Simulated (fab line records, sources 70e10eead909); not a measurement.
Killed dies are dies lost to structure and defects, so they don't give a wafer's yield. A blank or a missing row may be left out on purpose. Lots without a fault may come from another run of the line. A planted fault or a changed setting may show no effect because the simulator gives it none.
fab line records | flow nand_harc
record lots=6 wafers=18 last_day=33
route steps=1302 shown A_STAIRCASE@807 END@1302
lots that met no fault: from a run of the same line without faults
start_h: hours from the record's first day to the start of the lot's first wafer shown | wait_h: hours since the lot's step before | " the same as in the row above | L1.1+2: a row that stands for several wafers | - no value, or no start given | * or withheld: withheld | < > ~ a bound
route shown NAME@n: a module of which the file shows steps, and the number in the route of the first | usual: mean/standard deviation of fault-free wafers | same: alike in all rows | chamber/n: place in a boat | sites: the reading at each site | _std_site: their standard deviation | _edge_site: outer sites' mean less inner sites' | radius_mm: how far each site lies from the wafer's centre | mask NAME#n: copy n | behind: the tool/chamber that last shaped the wafer | hold: why the lot was held/for how many hours/how that ended | device: the transistor (n, p or np) that didn't switch | end of line: the same wafers' tests at the end of the route | a step without rows: its recipe alone | killed: dies lost to structure and defects at the first sort, not the wafer's yield | map: a wafer's dies, x killed, . not, _ none there
set.NAME: the setting as run; set.NAME@STEP: as run at that earlier step | model.NAME: the simulator's own value behind a step, which no gauge read
lots at some steps of the route; a table a step, a row a wafer
services: from which hour (start_h, from the record's first day; less than 0 if before it) a tool's chamber was out of use, for how many hours, and why
## steps
# step NHARC_A_STAIRCASE_DESCUM_291
# recipe time_s=3 o2_flow_sccm=200 ar_flow_sccm=0 bias_power_w=0 chemistry=O2
# usual drypump_motor_current_A=5.7/0.46 oes_product_au=1.001/0.016 rf_vpp_V=57.6/0.86 showerhead_plenum_p_Torr=1.89/0.046 throttle_valve_pct=11.310/0.0094
# same time_s=3
# columns lot.wafer tool chamber start_h wait_h drypump_motor_current_A oes_product_au rf_hours_counter_h rf_vpp_V showerhead_plenum_p_Torr throttle_valve_pct
L480.3 rie_diel-01 3 410.29 - 5.6 1.020 9 58.4 1.88 11.329
L480.6 " 1 " " 4.8 0.983 - 58.0 1.89 11.302
L480.4 " 3 " " 5.6 1.017 - 56.8 1.88 11.328
L485.3 rie_diel-13 2 451.03 - 5.9 0.998 35 57.9 1.86 11.310
L485.1 " 1 " " 5.7 1.025 32 57.1 1.86 11.317
L485.5 " 3 " " 6.2 0.999 - 58.1 1.88 11.316
L486.4 rie_diel-13 1 480.46 - 5.7 1.021 45 57.7 1.85 11.317
L486.1 " 3 " " 6.3 0.990 44 56.4 1.88 11.315
L486.6 " 2 " " 5.9 0.991 - 57.6 1.85 11.325
L494.1 rie_diel-01 3 538.51 - 5.6 1.015 51 55.9 1.87 11.315
L494.4 " 1 " " 4.8 0.978 51 58.6 1.88 11.327
L494.5 " 2 " " 5.3 1.002 - 57.1 1.90 11.305
L498.2 rie_diel-13 0 594.18 - 5.4 0.996 26 58.6 1.91 11.304
L498.3 " 1 " " 5.7 1.005 17 58.0 1.84 11.315
L498.6 " 2 " " 5.9 0.995 - 57.0 1.84 11.302
L500.2 rie_diel-13 1 613.02 - 5.7 0.997 24 56.3 1.84 11.315
L500.5 " 2 " " 5.9 0.990 - 57.9 1.84 11.302
L500.6 " 3 " " 6.2 0.983 - 56.5 1.86 11.324
# step NHARC_A_STAIRCASE_ETCH_292
# recipe cf4_flow_sccm=100 chf3_flow_sccm=30 ar_flow_sccm=0 rf_w=500 bias_w=200 chemistry=CF4/CHF3
# usual drypump_motor_current_A=5.7/0.46 oes_product_au=0.937/0.024 rf_vpp_V=370.1/1.5 showerhead_plenum_p_Torr=1.56/0.036 throttle_valve_pct=16.802/0.0084
# columns lot.wafer tool chamber start_h wait_h drypump_motor_current_A oes_product_au rf_hours_counter_h rf_vpp_V showerhead_plenum_p_Torr throttle_valve_pct
L480.3 rie_diel-01 3 410.40 0.1 5.6 0.962 9 370.5 1.55 16.800
L480.6 " 1 " " 4.8 0.937 - 371.0 1.56 16.806
L480.4 " 3 " " 5.6 0.969 - 369.0 1.55 16.795
L485.3 rie_diel-13 2 451.12 0.1 5.9 0.908 35 369.8 1.53 16.807
L485.1 " 0 " " 5.3 0.938 33 372.3 1.58 16.807
L485.5 " 2 " " 5.9 0.918 - 369.0 1.53 16.814
L486.1 rie_diel-13 3 480.55 0.1 6.2 0.902 44 370.7 1.55 16.786
L486.4 " 2 " " 5.9 0.903 48 369.9 1.53 16.805
L486.6 " 0 " " 5.4 0.926 - 371.2 1.58 16.817
L494.4 rie_diel-01 0 538.60 0.1 6.3 1.021 54 368.8 1.51 16.793
L494.1 " 1 " " 4.8 0.957 51 371.0 1.55 16.798
L494.5 " 3 " " 5.6 0.980 - 369.0 1.54 16.799
L498.2 rie_diel-13 3 594.26 0.1 6.2 0.936 21 370.2 1.54 16.809
L498.3 " 0 " " 5.4 0.986 26 371.2 1.57 16.795
L498.6 " 3 " " 6.2 0.942 - 369.8 1.54 16.792
L500.2 rie_diel-13 2 613.09 0.1 5.9 0.918 26 368.4 1.52 16.813
L500.5 " 1 " " 5.7 0.932 - 368.3 1.52 16.797
L500.6 " 2 " " 5.9 0.913 - 369.2 1.52 16.799
# step NHARC_A_STAIRCASE_HM_OPEN_460
# recipe o2_flow_sccm=400 cos_flow_sccm=20 ar_flow_sccm=0 rf_w=500 bias_w=300 chemistry=O2/COS
# usual drypump_motor_current_A=5.7/0.48 oes_product_au=1.002/0.016 rf_vpp_V=466.4/1.6 showerhead_plenum_p_Torr=3.09/0.07 throttle_valve_pct=28.330/0.01
# columns lot.wafer tool chamber start_h wait_h drypump_motor_current_A oes_product_au rf_hours_counter_h rf_vpp_V showerhead_plenum_p_Torr throttle_valve_pct
L480.3 rie_diel-01 3 - - 5.6 1.011 9 467.4 3.07 28.326
L480.6 " 0 " " 6.3 1.026 - 463.7 3.01 28.337
L480.4 " 1 " " 4.8 0.978 - 466.2 3.09 28.338
L485.1 rie_diel-13 3 - - 6.2 0.996 34 466.7 3.07 28.338
L485.3 " 0 " " 5.4 1.022 33 466.6 3.14 28.324
L485.5 " 1 " " 5.6 1.028 - 466.9 3.03 28.337
L486.4 rie_diel-13 0 - - 5.3 1.000 44 467.2 3.14 28.330
L486.1 " 1 " " 5.6 1.015 45 465.9 3.02 28.323
L486.6 " 3 " " 6.3 0.991 - 464.7 3.07 28.330
L494.4 rie_diel-01 0 - - 6.3 1.040 54 464.6 2.99 28.324
L494.1 " 1 " " 4.8 0.971 51 466.1 3.07 28.321
L494.5 " 0 " " 6.3 1.045 - 464.0 2.99 28.316
L498.2 rie_diel-13 1 - - 5.7 1.004 17 465.4 3.01 28.328
L498.3 " 2 " " 5.9 0.995 21 464.6 3.02 28.327
L498.6 " 3 " " 6.3 0.983 - 465.7 3.05 28.344
L500.2 rie_diel-13 3 - - 6.3 0.989 27 466.5 3.05 28.347
L500.6 " 2 " " 5.9 0.981 - 465.5 3.01 28.347
L500.5 " 3 " " 6.3 0.982 - 466.1 3.05 28.341
# step NHARC_A_STAIRCASE_STRIP_461
# recipe o2_flow_sccm=400 cos_flow_sccm=20 ar_flow_sccm=0 bias_w=0 chemistry=O2/COS
# step NHARC_A_STAIRCASE_ETCH_452
# recipe target_depth_a=300 overetch_a=30 time_s=16.5 ion_energy_ev=100 cf4_flow_sccm=80 o2_flow_sccm=20 ar_flow_sccm=0 rf_w=300 bias_w=100 chemistry=CF4/O2
# usual drypump_motor_current_A=5.7/0.48 oes_product_au=1.001/0.015 rf_vpp_V=197.6/1.1 showerhead_plenum_p_Torr=1.32/0.031 throttle_valve_pct=13.397/0.0096
# same time_s=16.5
# columns lot.wafer tool chamber start_h wait_h drypump_motor_current_A oes_product_au rf_hours_counter_h rf_vpp_V showerhead_plenum_p_Torr throttle_valve_pct
L480.3 rie_diel-01 3 - - 5.6 1.006 9 198.9 1.31 13.391
L480.4 " 0 " " 6.3 1.045 - 197.9 1.29 13.396
L480.6 " 3 " " 5.6 1.005 - 196.3 1.31 13.390
L485.3 rie_diel-13 1 - - 5.6 1.023 32 196.7 1.30 13.398
L485.1 " 2 " " 5.9 0.982 35 197.4 1.30 13.393
L485.5 " 0 " " 5.4 1.006 - 198.1 1.34 13.404
L486.1 rie_diel-13 1 - - 5.6 1.019 46 196.1 1.29 13.395
L486.4 " 0 " " 5.4 1.012 44 198.8 1.34 13.392
L486.6 " 2 " " 5.9 0.993 - 197.7 1.29 13.401
L494.4 rie_diel-01 1 - - 4.8 0.979 51 197.8 1.31 13.402
L494.1 " 0 " " 6.3 1.038 54 197.5 1.28 13.392
L494.5 " 1 " " 4.8 0.980 - 197.1 1.31 13.398
L498.3 rie_diel-13 2 - - 5.9 0.984 21 196.3 1.29 13.403
L498.2 " 0 " " 5.3 1.005 26 198.0 1.33 13.383
L498.6 " 2 " " 5.9 0.994 - 197.1 1.29 13.389
L500.2 rie_diel-13 3 - - 6.2 0.984 27 197.4 1.30 13.403
L500.5 " 0 " " 5.4 0.983 - 196.6 1.33 13.411
L500.6 " 1 " " 5.7 1.011 - 197.1 1.29 13.416
# step NHARC_A_STAIRCASE_ETCH_294
# recipe target_depth_a=49890 time_s=1211.6 ion_energy_ev=800 c4f8_flow_sccm=80 o2_flow_sccm=60 ar_flow_sccm=withheld rf_w=600 bias_w=3000 chemistry=C4F8/O2/Ar
# usual oes_product_au=0.935/0.016 rf_vpp_V=1824/5.7
# same time_s=1211.6
# columns lot.wafer tool chamber start_h wait_h oes_product_au rf_hours_counter_h rf_vpp_V
L480.3 rie_diel-01 3 - - 0.946 9 1824
L480.6 " 1 " " 0.915 - 1823
L480.4 " 0 " " 0.983 - 1818
L485.3 rie_diel-13 0 - - 0.940 33 1828
L485.1 " 3 " " 0.939 35 1822
L485.5 " 0 " " 0.928 - 1829
L486.4 rie_diel-13 2 - - 0.910 49 1819
L486.1 " 0 " " 0.943 44 1828
L486.6 " 2 " " 0.913 - 1819
L494.1 rie_diel-01 0 - - 0.971 55 1816
L494.4 " 1 " " 0.922 51 1822
L494.5 " 3 " " 0.964 - 1821
L498.3 rie_diel-13 0 - - 0.926 26 1827
L498.2 " 3 " " 0.928 21 1822
L498.6 " 0 " " 0.940 - 1827
L500.2 rie_diel-13 1 - - 0.936 24 1818
L500.6 " 1 " " 0.944 - 1818
L500.5 " 2 " " 0.931 - 1816
# step NHARC_A_STAIRCASE_STRIP_295
# recipe o2_flow_sccm=500 ar_flow_sccm=0 bias_w=0 chemistry=O2
# step NHARC_A_STAIRCASE_STRIP_296
# recipe time_s=900 temp_c=130 chemistry=SPM
# step NHARC_A_STAIRCASE_PRECLEAN_297
# recipe time_s=* temp_c=50 bath_age_min=0 chemistry=SC1
# step NHARC_A_STAIRCASE_SRD_298
# step NHARC_A_STAIRCASE_HM_DEP_462
# recipe target_thk_a=8000 temp_c=400 material=aC
# step NHARC_A_STAIRCASE_DEP_301
# recipe target_thk_a=300 target_thk_nm=30 temp_c=400 pressure_torr=3.5 flow_sccm=200 rf_w=350 material=SiON
# usual heater_power_w=796/60 rf_fwd_power_W=348.4/1.1 showerhead_vpp_V=1122/51
# columns lot.wafer tool chamber start_h wait_h heater_power_w rf_fwd_power_W showerhead_vpp_V
L480.3 pecvd-03 2 415.78 1.0 899 350.2 1090
L480.4 " 1 " " 836 348.9 1213
L480.6 " 2 " " 900 350.5 1092
L485.3 pecvd-03 0 457.63 1.0 836 208.0 834
L485.1 " 1 " " 847 347.8 1235
L485.5 " 2 " " 813 348.2 1098
L486.1 pecvd-03 2 485.12 1.6 841 347.2 1099
L486.6 " 2 " " 862 347.7 1112
L486.4 " 0 " " 921 208.3 826
L494.1 pecvd-02 0 542.82 1.6 744 349.2 1124
L494.4 " 0 " " 767 348.2 1128
L494.5 " 2 " " 679 349.8 1098
L498.3 pecvd-04 1 600.29 0.9 858 350.3 1108
L498.2 " 0 " " 777 350.2 1143
L498.6 " 2 " " 824 347.1 1124
L500.2 pecvd-04 0 621.50 1.2 857 347.6 1179
L500.6 " 0 " " 866 347.6 1152
L500.5 " 2 " " 814 347.4 1139
# step NHARC_A_STAIRCASE_DEHYDRATE_302
# recipe temp_c=150 time_s=120
# step NHARC_END_SORT_01
# recipe temp_c=25
# usual killed_at_array=55/17 killed_at_other=0.9/1.2 killed_at_periphery=3.7/2.5 killed_dies=59/18 killed_open=3.4/1.9 killed_short=2.6/1.6
# same gross_dies=677
# columns lot.wafer tool chamber start_h wait_h killed_at_array killed_at_other killed_at_periphery killed_dies killed_open killed_short
L494.1 prober-01 0 731.39 2.5 74 0 4 78 3 0
L494.4 prober-01 0 733.79 3.4 63 1 8 72 4 3
L494.5 prober-01 0 734.59 3.7 69 0 1 70 0 2
# killed by level:class
L494.1 A_CHANNEL_HOLE_D1:chamber_film_flake=32 A_CHANNEL_HOLE_D2:chamber_film_flake=25 P_M1:chamber_film_flake=4 A_SLIT:chamber_film_flake=4 A_CONTACT:chamber_film_flake=4 A_BLC:chamber_film_flake=3 A_STAIRCASE:chamber_film_flake=2 A_CHANNEL_FILL_D1:geometric_particle:open=1
L494.4 A_CHANNEL_HOLE_D1:chamber_film_flake=27 A_CHANNEL_HOLE_D2:chamber_film_flake=14 A_BLC:chamber_film_flake=8 A_STAIRCASE:chamber_film_flake=4 P_M1:chamber_film_flake=3 A_CONTACT:chamber_film_flake=3 P_GATE:geometric_particle:open=2 A_CONTACT:geometric_particle:open=2
L494.5 A_CHANNEL_HOLE_D1:chamber_film_flake=36 A_CHANNEL_HOLE_D2:chamber_film_flake=16 A_CONTACT:chamber_film_flake=10 A_BLC:chamber_film_flake=3 A_CHANNEL_HOLE_D1:geometric_particle:short=1 A_SGD_CUT:geometric_particle:short=1 P_STI:chamber_film_flake=1 A_STAIRCASE:chamber_film_flake=1
## services
# columns tool chamber start_h hours kind
rie_diel-01 1 388.65 9.3 repair
rie_diel-13 3 393.56 9.1 repair
rie_diel-13 0 400.00 - clean
rie_diel-13 1 400.00 - clean
rie_diel-13 2 400.00 - clean
rie_diel-01 2 404.83 14.1 repair
pecvd-02 - 408.01 13.0 pm
rie_diel-13 0 424.50 - clean
rie_diel-13 1 424.50 - clean
rie_diel-13 2 424.50 - clean
rie_diel-13 3 424.50 - clean
pecvd-03 1 428.01 2.1 repair
rie_diel-01 - 434.14 0.6 repair
rie_diel-13 0 449.01 - clean
pecvd-04 - 450.52 13.0 pm
pecvd-02 0 461.64 21.0 repair
pecvd-02 - 488.13 0.5 repair
pecvd-02 0 491.80 23.2 repair
rie_diel-13 - 519.00 9.0 pm
rie_diel-01 - 539.76 0.4 repair
pecvd-03 - 547.00 13.0 pm
rie_diel-01 - 560.59 9.0 pm
pecvd-03 0 571.66 3.6 repair
pecvd-02 - 589.01 13.0 pm
## key
first_sign step=NHARC_A_STAIRCASE_DEP_301 reading=rf_fwd_power_W direction=down sigmas=99+ usual=* struck=*
effect step=NHARC_A_STAIRCASE_DEP_301 reading=showerhead_vpp_V direction=down sigmas=5.7 usual=1122 struck=830
met_at NHARC_A_STAIRCASE_DEP_301
struck_wafers L485.3,L486.4
tester_left_out L485,L486
fault kind=process_parameter_drift tool=pecvd-03 chamber=0 onset_h=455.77 steps=NHARC_A_STAIRCASE_DEP_301 channel=rf_w offset=* shape=step end_h=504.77 acts_in=* stated=*
# tester_left_out: of these lots the tester's yield and bins aren't shown, on N5 and GAA mostly nor the transistor test; their killed dies are dies lost to structure and defects alone, not to doping, threshold or leakage, so they don't give the yield
